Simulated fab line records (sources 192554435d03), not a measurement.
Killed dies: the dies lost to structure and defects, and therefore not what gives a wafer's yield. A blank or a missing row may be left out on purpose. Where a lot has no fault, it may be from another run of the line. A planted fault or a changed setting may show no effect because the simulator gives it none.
What tool caused it? :: flow n5 finfet :: 72 wafers from 24 lots sampled at 6 of the route's 1938 steps

## WHAT EACH GAUGE READ, for each wafer
N5_BEOL_M13_CD_MEAS_10: target cd 190 nm.
lot: L074
measured: day 10 07:47
on: cd sem-01
cd nm (nm): 188.7 191.1 191.4

lot: L075
measured: day 11 02:28
on: cd sem-03
cd nm (nm): 192.8 191.1 190.8

lot: L076
measured: day 11 06:20
on: cd sem-01
cd nm (nm): 191.2 189.9 188.8

lot: L077
measured: day 11 08:34
on: cd sem-03
cd nm (nm): 191.4 193.0 190.3

lot: L078
measured: day 11 16:32
on: cd sem-02
cd nm (nm): 191.6 186.7 188.6

lot: L079
measured: day 11 16:56
on: cd sem-01
cd nm (nm): 189.4 191.9 189.7

lot: L080
measured: day 12 00:36
on: cd sem-02
cd nm (nm): 192.6 192.0 190.3

lot: L081
measured: day 12 11:49
on: cd sem-02
cd nm (nm): 192.8 192.2 193.1

lot: L082
measured: day 12 22:29
on: cd sem-02
cd nm (nm): 193.2 192.1 193.1

lot: L084
measured: day 13 09:14
on: cd sem-03
cd nm (nm): 192.0 189.9 190.9

lot: L085
measured: day 13 05:34
on: cd sem-02
cd nm (nm): 193.4 190.4 193.3

lot: L083
measured: day 13 13:19
on: cd sem-03
cd nm (nm): 189.3 190.9 192.2

lot: L086
measured: day 14 03:19
on: cd sem-01
cd nm (nm): 192.0 190.6 188.6

lot: L087
measured: day 14 03:29
on: cd sem-01
cd nm (nm): 191.4 192.0 192.0

lot: L088
measured: day 14 08:19
on: cd sem-01
cd nm (nm): 192.9 193.8 193.1

lot: L089
measured: day 14 13:48
on: cd sem-03
cd nm (nm): 192.3 190.3 192.0

lot: L090
measured: day 14 20:35
on: cd sem-03
cd nm (nm): 189.0 190.5 188.2

lot: L091
measured: day 15 07:14
on: cd sem-03
cd nm (nm): 192.7 191.2 190.7

lot: L092
measured: day 15 07:37
on: cd sem-01
cd nm (nm): 190.7 191.4 189.2

lot: L094
measured: day 15 15:10
on: cd sem-02
cd nm (nm): 191.4 193.7 188.5

lot: L093
measured: day 15 15:19
on: cd sem-02
cd nm (nm): 191.8 191.4 192.9

lot: L095
measured: day 16 01:19
on: cd sem-01
cd nm (nm): 188.9 190.8 189.1

lot: L096
measured: day 16 11:23
on: cd sem-03
cd nm (nm): 191.4 191.8 193.8

lot: L097
measured: day 16 11:45
on: cd sem-01
cd nm (nm): 190.9 188.9 191.0

N5_BEOL_M13_RS_MEAS_54: measures by four-point-probe.
lot: L074
measured: day 10 13:49
on: film metro-01
M13_RS (ohm/sq): 0.0439 0.0436 0.0437

lot: L075
measured: day 11 09:12
on: film metro-02
M13_RS (ohm/sq): 0.0446 0.0442 0.0456

lot: L076
measured: day 11 09:45
on: film metro-01
M13_RS (ohm/sq): 0.0453 0.0452 0.0451

lot: L077
measured: day 11 16:22
on: film metro-02
M13_RS (ohm/sq): 0.0456 0.0456 0.0457

lot: L078
measured: day 11 21:00
on: film metro-01
M13_RS (ohm/sq): 0.0438 0.0441 0.0439

lot: L079
measured: day 11 23:16
on: film metro-02
M13_RS (ohm/sq): 0.0442 0.0453 0.0447

lot: L080
measured: day 12 07:35
on: film metro-02
M13_RS (ohm/sq): 0.0448 0.0456 0.0459

lot: L081
measured: day 12 16:32
on: film metro-02
M13_RS (ohm/sq): 0.0440 0.0449 0.0453

lot: L082
measured: day 13 03:59
on: film metro-02
M13_RS (ohm/sq): 0.0455 0.0439 0.0447

lot: L084
measured: day 13 13:52
on: film metro-02
M13_RS (ohm/sq): 0.0457 0.0451 0.0441

lot: L085
measured: day 13 13:10
on: film metro-02
M13_RS (ohm/sq): 0.0442 0.0440 0.0444

lot: L083
measured: day 13 16:51
on: film metro-01
M13_RS (ohm/sq): 0.0441 0.0442 0.0442

lot: L086
measured: day 14 08:20
on: film metro-01
M13_RS (ohm/sq): 0.0446 0.0459 0.0463

lot: L087
measured: day 14 09:02
on: film metro-01
M13_RS (ohm/sq): 0.0458 0.0445 0.0447

lot: L088
measured: day 14 15:51
on: film metro-02
M13_RS (ohm/sq): 0.0463 0.0465 0.0452

lot: L089
measured: day 14 19:40
on: film metro-02
M13_RS (ohm/sq): 0.0446 0.0434 0.0452

lot: L090
measured: day 15 01:31
on: film metro-01
M13_RS (ohm/sq): 0.0460 0.0445 0.0465

lot: L091
measured: day 15 10:56
on: film metro-02
M13_RS (ohm/sq): 0.0457 0.0446 0.0461

lot: L092
measured: day 15 11:58
on: film metro-01
M13_RS (ohm/sq): 0.0447 0.0464 0.0443

lot: L094
measured: day 15 19:13
on: film metro-01
M13_RS (ohm/sq): 0.0449 0.0448 0.0442

lot: L093
measured: day 15 20:16
on: film metro-01
M13_RS (ohm/sq): 0.0454 0.0457 0.0453

lot: L095
measured: day 16 04:39
on: film metro-01
M13_RS (ohm/sq): 0.0447 0.0460 0.0440

lot: L096
measured: day 16 18:16
on: film metro-01
M13_RS (ohm/sq): 0.0441 0.0456 0.0439

lot: L097
measured: day 16 18:44
on: film metro-01
M13_RS (ohm/sq): 0.0451 0.0455 0.0453

## TOOL THAT RAN EACH LOT (tool first, then ch and the chambers of the sampled wafers, then the start)
lot: L074
N5_BEOL_M11_CURE_72: uv cure-02 ch 0, day 10 00:25
N5_BEOL_M11_SPUTTER_48: pvd sputter-03, day 10 01:46
N5_BEOL_M12_DEGAS_41: pvd sputter-02, day 10 06:00
N5_BEOL_M13_CMP_49: cmp-04 ch 0,2,3, day 10 13:25

lot: L075
N5_BEOL_M11_CURE_72: uv cure-03 ch 0, day 10 12:14
N5_BEOL_M11_SPUTTER_48: pvd sputter-01, day 10 13:37
N5_BEOL_M12_DEGAS_41: pvd sputter-01, day 10 23:13
N5_BEOL_M13_CMP_49: cmp-01 ch 1,2,3, day 11 08:47

lot: L076
N5_BEOL_M11_CURE_72: uv cure-01 ch 2, day 10 21:06
N5_BEOL_M11_SPUTTER_48: pvd sputter-01, day 10 22:08
N5_BEOL_M12_DEGAS_41: pvd sputter-03, day 11 04:35
N5_BEOL_M13_CMP_49: cmp-04 ch 2,3, day 11 09:19

lot: L077
N5_BEOL_M11_CURE_72: uv cure-03 ch 2, day 10 22:39
N5_BEOL_M11_SPUTTER_48: pvd sputter-01, day 11 01:25
N5_BEOL_M12_DEGAS_41: pvd sputter-02, day 11 06:46
N5_BEOL_M13_CMP_49: cmp-02 ch 0,1,2, day 11 15:56

lot: L078
N5_BEOL_M11_CURE_72: uv cure-01 ch 2, day 11 05:10
N5_BEOL_M11_SPUTTER_48: pvd sputter-03, day 11 06:22
N5_BEOL_M12_DEGAS_41: pvd sputter-03, day 11 14:37
N5_BEOL_M13_CMP_49: cmp-01 ch 1,2,3, day 11 20:39

lot: L079
N5_BEOL_M11_CURE_72: uv cure-03 ch 0, day 11 05:45
N5_BEOL_M11_SPUTTER_48: pvd sputter-02, day 11 07:13
N5_BEOL_M12_DEGAS_41: pvd sputter-01, day 11 14:47
N5_BEOL_M13_CMP_49: cmp-02 ch 0,1,2, day 11 22:49

lot: L080
N5_BEOL_M11_CURE_72: uv cure-02 ch 0, day 11 14:04
N5_BEOL_M11_SPUTTER_48: pvd sputter-01, day 11 17:57
N5_BEOL_M12_DEGAS_41: pvd sputter-03, day 11 22:49
N5_BEOL_M13_CMP_49: cmp-01 ch 0,1,2, day 12 07:08

lot: L081
N5_BEOL_M11_CURE_72: uv cure-01 ch 0, day 12 05:19
N5_BEOL_M11_SPUTTER_48: pvd sputter-02, day 12 06:27
N5_BEOL_M12_DEGAS_41: pvd sputter-02, day 12 10:04
N5_BEOL_M13_CMP_49: cmp-04 ch 0,2,3, day 12 16:09

lot: L082
N5_BEOL_M11_CURE_72: uv cure-03 ch 0, day 12 13:18
N5_BEOL_M11_SPUTTER_48: pvd sputter-02, day 12 15:54
N5_BEOL_M12_DEGAS_41: pvd sputter-01, day 12 19:53
N5_BEOL_M13_CMP_49: cmp-04 ch 0,1,2, day 13 03:34

lot: L084
N5_BEOL_M11_CURE_72: uv cure-02 ch 0, day 12 22:38
N5_BEOL_M11_SPUTTER_48: pvd sputter-02, day 13 00:19
N5_BEOL_M12_DEGAS_41: pvd sputter-02, day 13 07:21
N5_BEOL_M13_CMP_49: cmp-04 ch 1,3, day 13 13:26

lot: L085
N5_BEOL_M11_CURE_72: uv cure-01 ch 0, day 12 22:52
N5_BEOL_M11_SPUTTER_48: pvd sputter-02, day 13 00:14
N5_BEOL_M12_DEGAS_41: pvd sputter-02, day 13 03:50
N5_BEOL_M13_CMP_49: cmp-04 ch 0,2,3, day 13 12:49

lot: L083
N5_BEOL_M11_CURE_72: uv cure-01 ch 1, day 13 01:05
N5_BEOL_M11_SPUTTER_48: pvd sputter-01, day 13 03:09
N5_BEOL_M12_DEGAS_41: pvd sputter-02, day 13 11:27
N5_BEOL_M13_CMP_49: cmp-02 ch 0,3, day 13 16:26

lot: L086
N5_BEOL_M11_CURE_72: uv cure-01 ch 2, day 13 19:31
N5_BEOL_M11_SPUTTER_48: pvd sputter-02, day 13 21:01
N5_BEOL_M12_DEGAS_41: pvd sputter-03, day 14 01:14
N5_BEOL_M13_CMP_49: cmp-02 ch 1,2,3, day 14 07:54

lot: L087
N5_BEOL_M11_CURE_72: uv cure-03 ch 1, day 13 19:59
N5_BEOL_M11_SPUTTER_48: pvd sputter-02, day 13 21:12
N5_BEOL_M12_DEGAS_41: pvd sputter-02, day 14 01:16
N5_BEOL_M13_CMP_49: cmp-01 ch 0,1,2, day 14 08:37

lot: L088
N5_BEOL_M11_CURE_72: uv cure-01 ch 2, day 14 00:09
N5_BEOL_M11_SPUTTER_48: pvd sputter-03, day 14 01:08
N5_BEOL_M12_DEGAS_41: pvd sputter-01, day 14 06:32
N5_BEOL_M13_CMP_49: cmp-02 ch 0,1,3, day 14 15:30

lot: L089
N5_BEOL_M11_CURE_72: uv cure-03 ch 1, day 14 04:05
N5_BEOL_M11_SPUTTER_48: pvd sputter-01, day 14 05:55
N5_BEOL_M12_DEGAS_41: pvd sputter-03, day 14 11:53
N5_BEOL_M13_CMP_49: cmp-02 ch 0,2,3, day 14 19:21

lot: L090
N5_BEOL_M11_CURE_72: uv cure-02 ch 1, day 14 12:52
N5_BEOL_M11_SPUTTER_48: pvd sputter-02, day 14 14:31
N5_BEOL_M12_DEGAS_41: pvd sputter-03, day 14 18:51
N5_BEOL_M13_CMP_49: cmp-04 ch 0,3, day 15 01:06

lot: L091
N5_BEOL_M11_CURE_72: uv cure-02 ch 2, day 14 17:44
N5_BEOL_M11_SPUTTER_48: pvd sputter-02, day 14 18:59
N5_BEOL_M12_DEGAS_41: pvd sputter-02, day 15 05:11
N5_BEOL_M13_CMP_49: cmp-02 ch 1,3, day 15 10:33

lot: L092
N5_BEOL_M11_CURE_72: uv cure-03 ch 0, day 14 21:44
N5_BEOL_M11_SPUTTER_48: pvd sputter-02, day 14 23:36
N5_BEOL_M12_DEGAS_41: pvd sputter-03, day 15 05:33
N5_BEOL_M13_CMP_49: cmp-01 ch 0,3, day 15 11:33

lot: L094
N5_BEOL_M11_CURE_72: uv cure-03 ch 1, day 15 06:13
N5_BEOL_M11_SPUTTER_48: pvd sputter-03, day 15 07:18
N5_BEOL_M12_DEGAS_41: pvd sputter-03, day 15 13:18
N5_BEOL_M13_CMP_49: cmp-04 ch 2,3, day 15 18:48

lot: L093
N5_BEOL_M11_CURE_72: uv cure-01 ch 1, day 15 07:07
N5_BEOL_M11_SPUTTER_48: pvd sputter-01, day 15 08:59
N5_BEOL_M12_DEGAS_41: pvd sputter-02, day 15 13:20
N5_BEOL_M13_CMP_49: cmp-04 ch 0,1,2, day 15 19:55

lot: L095
N5_BEOL_M11_CURE_72: uv cure-01 ch 0, day 15 16:15
N5_BEOL_M11_SPUTTER_48: pvd sputter-03, day 15 17:29
N5_BEOL_M12_DEGAS_41: pvd sputter-01, day 15 23:28
N5_BEOL_M13_CMP_49: cmp-04 ch 0,2,3, day 16 04:16

lot: L096
N5_BEOL_M11_CURE_72: uv cure-02 ch 1, day 15 23:43
N5_BEOL_M11_SPUTTER_48: pvd sputter-02, day 16 02:05
N5_BEOL_M12_DEGAS_41: pvd sputter-01, day 16 09:23
N5_BEOL_M13_CMP_49: cmp-01 ch 2,3, day 16 17:50

lot: L097
N5_BEOL_M11_CURE_72: uv cure-02 ch 0, day 16 00:58
N5_BEOL_M11_SPUTTER_48: pvd sputter-01, day 16 03:02
N5_BEOL_M12_DEGAS_41: pvd sputter-01, day 16 09:53
N5_BEOL_M13_CMP_49: cmp-02 ch 1,2, day 16 18:17
- N5_BEOL_M11_CURE_72: cures SiCOH lowk, time 120 s.
- N5_BEOL_M11_SPUTTER_48: material Cu, target thk 12 nm, time 2 s.
- N5_BEOL_M12_DEGAS_41: time 60 s.
- N5_BEOL_M13_CMP_49: polishes, stops on SiOC, t overpolish 17.1 s, target thk 420 nm.

## WHAT THE TOOLS THEMSELVES READ (means of the sampled wafers that have a number; where no wafer has one, the mark that the record gives instead)
N5_BEOL_M11_CURE_72.
lot: L074
tool: uv cure-02
lamp power pct (%): 52.33
wafer_temp_C_max: 371.0

lot: L075
tool: uv cure-03
lamp power pct (%): 52.34
wafer_temp_C_max: 372.1

lot: L076
tool: uv cure-01
lamp power pct (%): 52.33
wafer_temp_C_max: 372.1

lot: L077
tool: uv cure-03
lamp power pct (%): 52.31
wafer_temp_C_max: 370.9

lot: L078
tool: uv cure-01
lamp power pct (%): 52.27
wafer_temp_C_max: 371.9

lot: L079
tool: uv cure-03
lamp power pct (%): 52.25
wafer_temp_C_max: 372.2

lot: L080
tool: uv cure-02
lamp power pct (%): 52.32
wafer_temp_C_max: 371.4

lot: L081
tool: uv cure-01
lamp power pct (%): 52.30
wafer_temp_C_max: 370.8

lot: L082
tool: uv cure-03
lamp power pct (%): 52.36
wafer_temp_C_max: 371.7

lot: L084
tool: uv cure-02
lamp power pct (%): 52.31
wafer_temp_C_max: 371.6

lot: L085
tool: uv cure-01
lamp power pct (%): 52.26
wafer_temp_C_max: 370.8

lot: L083
tool: uv cure-01
lamp power pct (%): 52.31
wafer_temp_C_max: 371.6

lot: L086
tool: uv cure-01
lamp power pct (%): 52.31
wafer_temp_C_max: 372.0

lot: L087
tool: uv cure-03
lamp power pct (%): 52.32
wafer_temp_C_max: 371.9

lot: L088
tool: uv cure-01
lamp power pct (%): 52.32
wafer_temp_C_max: 371.8

lot: L089
tool: uv cure-03
lamp power pct (%): 52.30
wafer_temp_C_max: 372.2

lot: L090
tool: uv cure-02
lamp power pct (%): 52.30
wafer_temp_C_max: 371.4

lot: L091
tool: uv cure-02
lamp power pct (%): 52.37
wafer_temp_C_max: 372.5

lot: L092
tool: uv cure-03
lamp power pct (%): 52.35
wafer_temp_C_max: 371.9

lot: L094
tool: uv cure-03
lamp power pct (%): 52.34
wafer_temp_C_max: 371.6

lot: L093
tool: uv cure-01
lamp power pct (%): 52.35
wafer_temp_C_max: 371.4

lot: L095
tool: uv cure-01
lamp power pct (%): 52.30
wafer_temp_C_max: 371.1

lot: L096
tool: uv cure-02
lamp power pct (%): 52.29
wafer_temp_C_max: 371.7

lot: L097
tool: uv cure-02
lamp power pct (%): 52.33
wafer_temp_C_max: 371.4

N5_BEOL_M11_SPUTTER_48.
lot: L074
tool: pvd sputter-03
throttle valve pct (%): 30.9

lot: L075
tool: pvd sputter-01
throttle valve pct (%): 29.4

lot: L076
tool: pvd sputter-01
throttle valve pct (%): 29.2

lot: L077
tool: pvd sputter-01
throttle valve pct (%): 29.2

lot: L078
tool: pvd sputter-03
throttle valve pct (%): 29.7

lot: L079
tool: pvd sputter-02
throttle valve pct (%): 30.4

lot: L080
tool: pvd sputter-01
throttle valve pct (%): 29.4

lot: L081
tool: pvd sputter-02
throttle valve pct (%): 29.8

lot: L082
tool: pvd sputter-02
throttle valve pct (%): 29.4

lot: L084
tool: pvd sputter-02
throttle valve pct (%): 28.9

lot: L085
tool: pvd sputter-02
throttle valve pct (%): 30.0

lot: L083
tool: pvd sputter-01
throttle valve pct (%): 29.0

lot: L086
tool: pvd sputter-02
throttle valve pct (%): 29.4

lot: L087
tool: pvd sputter-02
throttle valve pct (%): 29.3

lot: L088
tool: pvd sputter-03
throttle valve pct (%): 30.0

lot: L089
tool: pvd sputter-01
throttle valve pct (%): 29.3

lot: L090
tool: pvd sputter-02
throttle valve pct (%): 28.9

lot: L091
tool: pvd sputter-02
throttle valve pct (%): 29.4

lot: L092
tool: pvd sputter-02
throttle valve pct (%): 29.5

lot: L094
tool: pvd sputter-03
throttle valve pct (%): 30.1

lot: L093
tool: pvd sputter-01
throttle valve pct (%): 29.6

lot: L095
tool: pvd sputter-03
throttle valve pct (%): 30.5

lot: L096
tool: pvd sputter-02
throttle valve pct (%): 29.1

lot: L097
tool: pvd sputter-01
throttle valve pct (%): 29.1

N5_BEOL_M12_DEGAS_41.
lot: L074
tool: pvd sputter-02
heater power w (W): 332

lot: L075
tool: pvd sputter-01
heater power w (W): 336

lot: L076
tool: pvd sputter-03
heater power w (W): 324

lot: L077
tool: pvd sputter-02
heater power w (W): 330

lot: L078
tool: pvd sputter-03
heater power w (W): 339

lot: L079
tool: pvd sputter-01
heater power w (W): 322

lot: L080
tool: pvd sputter-03
heater power w (W): 346

lot: L081
tool: pvd sputter-02
heater power w (W): 337

lot: L082
tool: pvd sputter-01
heater power w (W): 325

lot: L084
tool: pvd sputter-02
heater power w (W): 312

lot: L085
tool: pvd sputter-02
heater power w (W): 326

lot: L083
tool: pvd sputter-02
heater power w (W): 346

lot: L086
tool: pvd sputter-03
heater power w (W): 330

lot: L087
tool: pvd sputter-02
heater power w (W): 331

lot: L088
tool: pvd sputter-01
heater power w (W): 334

lot: L089
tool: pvd sputter-03
heater power w (W): 333

lot: L090
tool: pvd sputter-03
heater power w (W): 342

lot: L091
tool: pvd sputter-02
heater power w (W): 335

lot: L092
tool: pvd sputter-03
heater power w (W): 337

lot: L094
tool: pvd sputter-03
heater power w (W): 328

lot: L093
tool: pvd sputter-02
heater power w (W): 342

lot: L095
tool: pvd sputter-01
heater power w (W): 328

lot: L096
tool: pvd sputter-01
heater power w (W): 332

lot: L097
tool: pvd sputter-01
heater power w (W): 326

N5_BEOL_M13_CMP_49.
lot: L074
tool: cmp-04
barrier field endpoint s (s): 30.6
clearing platen down force psi (psi): 1.501
motor current A (A): 6.2
overpolish run s (s): 17.095
pad life wafers: 686
retaining ring pressure frac: 1.005

lot: L075
tool: cmp-01
barrier field endpoint s (s): 30.7
clearing platen down force psi (psi): 1.501
motor current A (A): 6.3
overpolish run s (s): 17.108
pad life wafers: 218
retaining ring pressure frac: 1.002

lot: L076
tool: cmp-04
barrier field endpoint s (s): 31.2
clearing platen down force psi (psi): 1.501
motor current A (A): 6.2
overpolish run s (s): 17.110
pad life wafers: 876
retaining ring pressure frac: 1.001

lot: L077
tool: cmp-02
barrier field endpoint s (s): 28.5
clearing platen down force psi (psi): 1.499
motor current A (A): 6.1
overpolish run s (s): 17.098
pad life wafers: 91
retaining ring pressure frac: 0.998

lot: L078
tool: cmp-01
barrier field endpoint s (s): 29.3
clearing platen down force psi (psi): 1.498
motor current A (A): 6.7
overpolish run s (s): 17.089
pad life wafers: 320
retaining ring pressure frac: 1.003

lot: L079
tool: cmp-02
barrier field endpoint s (s): 30.0
clearing platen down force psi (psi): 1.503
motor current A (A): 5.9
overpolish run s (s): 17.107
pad life wafers: 151
retaining ring pressure frac: 1.000

lot: L080
tool: cmp-01
barrier field endpoint s (s): 30.7
clearing platen down force psi (psi): 1.499
motor current A (A): 6.7
overpolish run s (s): 17.105
pad life wafers: 403
retaining ring pressure frac: 1.003

lot: L081
tool: cmp-04
barrier field endpoint s (s): 30.7
clearing platen down force psi (psi): 1.499
motor current A (A): 6.1
overpolish run s (s): 17.101
pad life wafers: 1148
retaining ring pressure frac: 0.998

lot: L082
tool: cmp-04
barrier field endpoint s (s): 29.8
clearing platen down force psi (psi): 1.501
motor current A (A): 6.1
overpolish run s (s): 17.100
pad life wafers: 1220
retaining ring pressure frac: 1.000

lot: L084
tool: cmp-04
barrier field endpoint s (s): 29.1
clearing platen down force psi (psi): 1.500
motor current A (A): 5.5
overpolish run s (s): 17.101
pad life wafers: 1309
retaining ring pressure frac: 0.999

lot: L085
tool: cmp-04
barrier field endpoint s (s): 30.2
clearing platen down force psi (psi): 1.502
motor current A (A): 6.5
overpolish run s (s): 17.104
pad life wafers: 1304
retaining ring pressure frac: 1.001

lot: L083
tool: cmp-02
barrier field endpoint s (s): 30.0
clearing platen down force psi (psi): 1.501
motor current A (A): 5.8
overpolish run s (s): 17.096
pad life wafers: 440
retaining ring pressure frac: 0.999

lot: L086
tool: cmp-02
barrier field endpoint s (s): 30.3
clearing platen down force psi (psi): 1.501
motor current A (A): 5.8
overpolish run s (s): 17.100
pad life wafers: 602
retaining ring pressure frac: 1.005

lot: L087
tool: cmp-01
barrier field endpoint s (s): 30.4
clearing platen down force psi (psi): 1.498
motor current A (A): 6.6
overpolish run s (s): 17.089
pad life wafers: 739
retaining ring pressure frac: 0.999

lot: L088
tool: cmp-02
barrier field endpoint s (s): 30.9
clearing platen down force psi (psi): 1.503
motor current A (A): 5.7
overpolish run s (s): 17.091
pad life wafers: 650
retaining ring pressure frac: 0.999

lot: L089
tool: cmp-02
barrier field endpoint s (s): 30.9
clearing platen down force psi (psi): 1.499
motor current A (A): 5.7
overpolish run s (s): 17.099
pad life wafers: 687
retaining ring pressure frac: 1.002

lot: L090
tool: cmp-04
barrier field endpoint s (s): 30.6
clearing platen down force psi (psi): 1.503
motor current A (A): 5.9
overpolish run s (s): 17.093
pad life wafers: 1614
retaining ring pressure frac: 1.001

lot: L091
tool: cmp-02
barrier field endpoint s (s): 31.5
clearing platen down force psi (psi): 1.504
motor current A (A): 5.7
overpolish run s (s): 17.112
pad life wafers: 812
retaining ring pressure frac: 0.992

lot: L092
tool: cmp-01
barrier field endpoint s (s): 31.4
clearing platen down force psi (psi): 1.498
motor current A (A): 6.2
overpolish run s (s): 17.108
pad life wafers: 930
retaining ring pressure frac: 1.000

lot: L094
tool: cmp-04
barrier field endpoint s (s): 29.8
clearing platen down force psi (psi): 1.504
motor current A (A): 6.3
overpolish run s (s): 17.092
pad life wafers: 1722
retaining ring pressure frac: 0.995

lot: L093
tool: cmp-04
barrier field endpoint s (s): 31.6
clearing platen down force psi (psi): 1.500
motor current A (A): 6.0
overpolish run s (s): 17.096
pad life wafers: 1736
retaining ring pressure frac: 1.004

lot: L095
tool: cmp-04
barrier field endpoint s (s): 30.2
clearing platen down force psi (psi): 1.498
motor current A (A): 6.4
overpolish run s (s): 17.093
pad life wafers: 1808
retaining ring pressure frac: 0.997

lot: L096
tool: cmp-01
barrier field endpoint s (s): 31.2
clearing platen down force psi (psi): 1.500
motor current A (A): 6.7
overpolish run s (s): 17.097
pad life wafers: 1182
retaining ring pressure frac: 0.999

lot: L097
tool: cmp-02
barrier field endpoint s (s): 29.5
clearing platen down force psi (psi): 1.504
motor current A (A): 6.0
overpolish run s (s): 17.099
pad life wafers: 1086
retaining ring pressure frac: 1.007

## THE ANSWER, worked out from the rows above alone
Rule: the usual values come from the lots themselves. Put in order of their means at a reading, lots are off if they are a third of the lots or fewer, leave a main group of 4 or more, and stand apart from it by a gap of 3 or more times the standard deviation of the main group's means; of several such gaps the widest counts. If all means in a main group match to the digits the tables above print for the reading, that group is not used. A lot without any number at a reading at which 4 lots or more have one is off too. The other lots that the step has rows for count as sound. Order of review: gauges by route order, followed by the tools' own readings, for which a lot's mean as printed above is used. The first step at which some lot is off is used, and at that step the reading that is off furthest; a lot without a number counts as furthest.
Across all readings shown, no lot is off: no conclusion can be drawn from this.

## WHAT WAS PUT IN BY THE SIMULATOR
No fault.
